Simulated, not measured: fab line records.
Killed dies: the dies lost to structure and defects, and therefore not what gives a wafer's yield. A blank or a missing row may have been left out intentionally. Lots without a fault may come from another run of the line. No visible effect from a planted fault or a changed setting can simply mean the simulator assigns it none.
Matching of chambers ; flow nand harc ; NHARC_A_WL_FILL_ALD_00 on ald hk-03 has 4 sister chambers
The step deposits Al2O3, target thk 3 nm, pulse time 3 s, ald cycles 30. 7 wafers are shown with their chamber, then 7 later ones without.

## WAFERS PAIRED WITH THEIR CHAMBERS
wafer;chamber;heater power w (W);precursor pulse height rel
L340.4;3;508;1.008
L344.1;0;459;0.954
L344.6;0;455;0.969
L355.3;1;488;1.006
L355.6;2;552;1.000
L357.1;1;477;0.999
L357.4;2;575;1.015

## WAFERS WITHOUT THEIR CHAMBER
wafer;heater power w (W);precursor pulse height rel
L357.6;441;1.002
L360.3;442;0.983
L360.5;433;0.983
L360.6;488;1.001
L361.1;470;1.008
L361.2;444;1.010
L361.3;494;1.015

## WHICH CHAMBER EACH ONE RAN IN
wafer;from the rows above;in truth
L357.6;can't be placed: 1 or 0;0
L360.3;can't be placed: 0 or 1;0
L360.5;can't be placed: 0 or 1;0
L360.6;can't be placed: 1 or 3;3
L361.1;1;1
L361.2;can't be placed: 1 or 0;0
L361.3;can't be placed: 3 or 1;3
Correct placement for 1 of the 7. Not placeable from these rows: 6 (in 6, the candidates include the true chamber). Number placed wrongly: 0.
How it was worked out, from the rows above alone: a wafer's distance from a chamber is the root of the sum, over the readings, of the square of ((its reading less the chamber's mean) divided by the reading's scatter). The wafer belongs to the nearest chamber; if the next one is less than 2 further off, it can't be placed. A chamber's mean is the mean of its shown wafers. How the scatter is found: for the shown wafers, subtract from each reading the mean of its chamber, square and add these, divide the total by (wafers less chambers), then take the root.
